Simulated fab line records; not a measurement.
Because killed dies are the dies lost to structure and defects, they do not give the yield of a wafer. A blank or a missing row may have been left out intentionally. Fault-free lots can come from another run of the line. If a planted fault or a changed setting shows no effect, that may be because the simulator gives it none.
Matching of chambers || flow nand-harc || NHARC_P_M1_ETCH_35 on rie-diel-04: 4 sister chambers
The step etches the open film in N2/H2, target depth 40 nm, overetch 12 nm, time 43.94 s. 14 wafers are shown with their chamber, then 7 later ones without.

== EACH WAFER AND ITS CHAMBER ==
{"wafer": "L931.2", "chamber": 3, "drypump-motor-current-A (A)": 5.5, "rf-vpp-V (V)": 430, "oes-product-au (a.u.)": 1.000}
{"wafer": "L931.4", "chamber": 2, "drypump-motor-current-A (A)": 5.8, "rf-vpp-V (V)": 426, "oes-product-au (a.u.)": 1.004}
{"wafer": "L931.6", "chamber": 3, "drypump-motor-current-A (A)": 5.5, "rf-vpp-V (V)": 431, "oes-product-au (a.u.)": 1.007}
{"wafer": "L932.3", "chamber": 1, "drypump-motor-current-A (A)": 6.6, "rf-vpp-V (V)": 428, "oes-product-au (a.u.)": 1.019}
{"wafer": "L932.4", "chamber": 0, "drypump-motor-current-A (A)": 5.4, "rf-vpp-V (V)": 426, "oes-product-au (a.u.)": 0.998}
{"wafer": "L932.6", "chamber": 3, "drypump-motor-current-A (A)": 5.5, "rf-vpp-V (V)": 434, "oes-product-au (a.u.)": 0.987}
{"wafer": "L935.1", "chamber": 3, "drypump-motor-current-A (A)": 5.5, "rf-vpp-V (V)": 432, "oes-product-au (a.u.)": 0.997}
{"wafer": "L935.2", "chamber": 1, "drypump-motor-current-A (A)": 6.5, "rf-vpp-V (V)": 427, "oes-product-au (a.u.)": 1.025}
{"wafer": "L935.3", "chamber": 2, "drypump-motor-current-A (A)": 5.8, "rf-vpp-V (V)": 426, "oes-product-au (a.u.)": 0.999}
{"wafer": "L937.3", "chamber": 3, "drypump-motor-current-A (A)": 5.6, "rf-vpp-V (V)": 432, "oes-product-au (a.u.)": 0.999}
{"wafer": "L937.4", "chamber": 1, "drypump-motor-current-A (A)": 6.5, "rf-vpp-V (V)": 428, "oes-product-au (a.u.)": 1.018}
{"wafer": "L937.6", "chamber": 0, "drypump-motor-current-A (A)": 5.3, "rf-vpp-V (V)": 427, "oes-product-au (a.u.)": 0.992}
{"wafer": "L939.1", "chamber": 2, "drypump-motor-current-A (A)": 5.8, "rf-vpp-V (V)": 426, "oes-product-au (a.u.)": 0.998}
{"wafer": "L939.4", "chamber": 3, "drypump-motor-current-A (A)": 5.5, "rf-vpp-V (V)": 431, "oes-product-au (a.u.)": 0.991}

SIGNATURES (means of the wafers above)
{"reading": "drypump-motor-current-A", "chamber 0": 5.350, "chamber 1": 6.533, "chamber 2": 5.800, "chamber 3": 5.517, "scatter within a chamber": 0.0447}
{"reading": "rf-vpp-V", "chamber 0": 426.50, "chamber 1": 427.67, "chamber 2": 426.00, "chamber 3": 431.67, "scatter within a chamber": 1.02}
{"reading": "oes-product-au", "chamber 0": 0.99500, "chamber 1": 1.02067, "chamber 2": 1.00033, "chamber 3": 0.99683, "scatter within a chamber": 0.00562}
Rule: a wafer's distance from a chamber is the root of the sum, over the readings, of the square of ((its reading less the chamber's mean) divided by the reading's scatter). The wafer belongs to the nearest chamber; if the next one is less than 2 further off, it can't be placed. The scatter: the root of (the sum of the squares of (reading less its chamber's mean) over the shown wafers, divided by (wafers less chambers)).

== WAFERS WHOSE CHAMBER IS MISSING ==
{"wafer": "L939.6", "drypump-motor-current-A (A)": 5.8, "rf-vpp-V (V)": 427, "oes-product-au (a.u.)": 0.986}
{"wafer": "L944.1", "drypump-motor-current-A (A)": 5.8, "rf-vpp-V (V)": 426, "oes-product-au (a.u.)": 0.991}
{"wafer": "L944.2", "drypump-motor-current-A (A)": 5.3, "rf-vpp-V (V)": 424, "oes-product-au (a.u.)": 0.992}
{"wafer": "L944.4", "drypump-motor-current-A (A)": 6.5, "rf-vpp-V (V)": 426, "oes-product-au (a.u.)": 1.017}
{"wafer": "L946.2", "drypump-motor-current-A (A)": 5.3, "rf-vpp-V (V)": 426, "oes-product-au (a.u.)": 1.000}
{"wafer": "L946.4", "drypump-motor-current-A (A)": 5.5, "rf-vpp-V (V)": 432, "oes-product-au (a.u.)": 1.004}
{"wafer": "L946.5", "drypump-motor-current-A (A)": 5.8, "rf-vpp-V (V)": 427, "oes-product-au (a.u.)": 0.980}

== CHAMBER TAKEN BY EACH ==
{"wafer": "L939.6", "from the rows above": 2, "in truth": 2}
{"wafer": "L944.1", "from the rows above": 2, "in truth": 2}
{"wafer": "L944.2", "from the rows above": 0, "in truth": 0}
{"wafer": "L944.4", "from the rows above": 1, "in truth": 1}
{"wafer": "L946.2", "from the rows above": 0, "in truth": 0}
{"wafer": "L946.4", "from the rows above": 3, "in truth": 3}
{"wafer": "L946.5", "from the rows above": 2, "in truth": 2}
Correct placement for 7 of the 7. Can't be placed from these rows: 0. Number placed wrongly: 0.
